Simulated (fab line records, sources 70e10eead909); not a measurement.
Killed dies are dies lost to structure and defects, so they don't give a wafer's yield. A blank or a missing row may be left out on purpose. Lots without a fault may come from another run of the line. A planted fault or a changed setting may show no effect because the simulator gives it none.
Tool commonality check | flow nand_harc | 12 lots, 36 wafers sampled

WHY IT WAS OPENED
At NHARC_P_GATE_CD_MEAS_46 the reading cd_nm is flagged on 1 of 12 lots. Wafers without a fault read 719.4 nm, standard deviation 1.7.
Rule: a lot is flagged when every wafer of it that has a number lies more than 4 standard deviations from that mean, or none has a number. The other lots count as sound.

lot  | measured     | on        | cd_nm (nm), wafer by wafer | flag
L698 | day 5 21:34  | cd_sem-03 | 722.5 719.0 720.7          |
L700 | day 7 00:25  | cd_sem-02 | 719.8 720.6 716.4          |
L702 | day 7 19:14  | cd_sem-02 | 716.8 717.3 718.7          |
L703 | day 8 06:30  | cd_sem-01 | 718.2 717.1 718.3          |
L704 | day 8 07:08  | cd_sem-01 | 712.0 712.0 711.9          | FLAGGED
L708 | day 10 08:17 | cd_sem-03 | 720.0 720.4 719.7          |
L712 | day 11 21:46 | cd_sem-03 | 719.3 720.9 719.0          |
L715 | day 12 21:08 | cd_sem-03 | 722.7 716.1 718.5          |
L716 | day 13 17:00 | cd_sem-02 | 719.6 721.4 718.0          |
L718 | day 14 14:07 | cd_sem-03 | 722.0 719.5 718.2          |
L719 | day 14 16:13 | cd_sem-03 | 716.9 718.5 716.9          |
L720 | day 15 01:20 | cd_sem-01 | 719.3 720.4 718.1          |
The numbers of the flagged lots are 712.0 nm on average: -7.4 nm against the usual, or -4 standard deviations.

WHICH TOOL RAN EACH LOT
The record holds 3 process steps before the reading, out of a route of 1302 steps. In each cell: the tool, then ch and the chambers that the sampled wafers went through, then the start.
lot  | flag    | NHARC_P_GATE_DESCUM_13             | NHARC_P_GATE_STRIP_101             | NHARC_P_GATE_EXPOSE_43
L698 |         | rie_diel-02 ch 1,2, day 4 19:07    | rie_diel-07 ch 2,3, day 5 20:38    | krf_scanner-03 ch 0, day 5 21:25
L700 |         | rie_diel-02 ch 1,2, day 5 12:26    | rie_diel-03 ch 1,2, day 6 23:29    | krf_scanner-04 ch 0, day 7 00:14
L702 |         | rie_diel-02 ch 1,2,3, day 6 14:19  | rie_diel-02 ch 1,2,3, day 7 18:18  | krf_scanner-03 ch 0, day 7 19:05
L703 |         | rie_diel-02 ch 0,1,3, day 7 03:08  | rie_diel-02 ch 0,2,3, day 8 05:35  | krf_scanner-04 ch 0, day 8 06:21
L704 | FLAGGED | rie_diel-03 ch 0,1, day 7 03:16    | rie_diel-03 ch 0,1,2, day 8 06:13  | krf_scanner-03 ch 0, day 8 06:59
L708 |         | rie_diel-02 ch 0,1, day 9 02:03    | rie_diel-03 ch 0,2, day 10 07:30   | krf_scanner-02 ch 0, day 10 08:08
L712 |         | rie_diel-07 ch 0,2,3, day 10 11:55 | rie_diel-02 ch 1,2,3, day 11 20:50 | krf_scanner-04 ch 0, day 11 21:36
L715 |         | rie_diel-03 ch 1,3, day 11 19:26   | rie_diel-02 ch 0,1,3, day 12 20:13 | krf_scanner-03 ch 0, day 12 20:59
L716 |         | rie_diel-03 ch 1,2, day 12 10:11   | rie_diel-02 ch 2,3, day 13 16:04   | krf_scanner-02 ch 0, day 13 16:51
L718 |         | rie_diel-03 ch 1,2,3, day 13 07:49 | rie_diel-02 ch 1,2, day 14 13:11   | krf_scanner-02 ch 0, day 14 13:57
L719 |         | rie_diel-03 ch 0,2,3, day 13 07:59 | rie_diel-03 ch 1,2, day 14 15:25   | krf_scanner-02 ch 0, day 14 16:03
L720 |         | rie_diel-03 ch 0,1, day 13 20:01   | rie_diel-02 ch 0,2,3, day 15 00:23 | krf_scanner-03 ch 0, day 15 01:11
What these steps do:
- NHARC_P_GATE_DESCUM_13: chemistry O2, time 3 s.
- NHARC_P_GATE_STRIP_101: strips in O2, time 20 s.
- NHARC_P_GATE_EXPOSE_43: exposes mask P NSD, target cd 720 nm.
- NHARC_P_GATE_CD_MEAS_46: target cd 720 nm.

FLAGGED OVER TOTAL, TOOL BY TOOL (the gauges that took the reading come last)
step                    | tool           | lots run | flagged | share of the flagged lots | sound lots run after its first flagged lot
NHARC_P_GATE_DESCUM_13  | rie_diel-02    | 5        | 0       | none                      | -
NHARC_P_GATE_DESCUM_13  | rie_diel-03    | 6        | 1       | all                       | 5 (L715,L716,L718,L719,L720)
NHARC_P_GATE_DESCUM_13  | rie_diel-07    | 1        | 0       | none                      | -
NHARC_P_GATE_STRIP_101  | rie_diel-02    | 7        | 0       | none                      | -
NHARC_P_GATE_STRIP_101  | rie_diel-03    | 4        | 1       | all                       | 2 (L708,L719)
NHARC_P_GATE_STRIP_101  | rie_diel-07    | 1        | 0       | none                      | -
NHARC_P_GATE_EXPOSE_43  | krf_scanner-02 | 4        | 0       | none                      | -
NHARC_P_GATE_EXPOSE_43  | krf_scanner-03 | 5        | 1       | all                       | 2 (L715,L720)
NHARC_P_GATE_EXPOSE_43  | krf_scanner-04 | 3        | 0       | none                      | -
NHARC_P_GATE_CD_MEAS_46 | cd_sem-01      | 3        | 1       | all                       | 1 (L720)
NHARC_P_GATE_CD_MEAS_46 | cd_sem-02      | 3        | 0       | none                      | -
NHARC_P_GATE_CD_MEAS_46 | cd_sem-03      | 6        | 0       | none                      | -

WHAT THE TABLE ALLOWS
4 rows of the table ran every flagged lot: rie_diel-03 at NHARC_P_GATE_DESCUM_13, rie_diel-03 at NHARC_P_GATE_STRIP_101, krf_scanner-03 at NHARC_P_GATE_EXPOSE_43, cd_sem-01 at NHARC_P_GATE_CD_MEAS_46.
- rie_diel-03 at NHARC_P_GATE_DESCUM_13: 1 of its 6 lots flagged. Sound lots ran on it after the first flagged one (L715, L716, L718, L719, L720), which a lasting fault on the whole tool wouldn't allow.
- rie_diel-03 at NHARC_P_GATE_STRIP_101: 1 of its 4 lots flagged. Sound lots ran on it after the first flagged one (L708, L719), which a lasting fault on the whole tool wouldn't allow.
- krf_scanner-03 at NHARC_P_GATE_EXPOSE_43: 1 of its 5 lots flagged. Sound lots ran on it after the first flagged one (L715, L720), which a lasting fault on the whole tool wouldn't allow.
- cd_sem-01 at NHARC_P_GATE_CD_MEAS_46: 1 of its 3 lots flagged. Sound lots ran on it after the first flagged one (L720), which a lasting fault on the whole tool wouldn't allow.
No row of the table ran every flagged lot and no sound lot after the first.

WHAT THE SIMULATOR HAD PUT IN
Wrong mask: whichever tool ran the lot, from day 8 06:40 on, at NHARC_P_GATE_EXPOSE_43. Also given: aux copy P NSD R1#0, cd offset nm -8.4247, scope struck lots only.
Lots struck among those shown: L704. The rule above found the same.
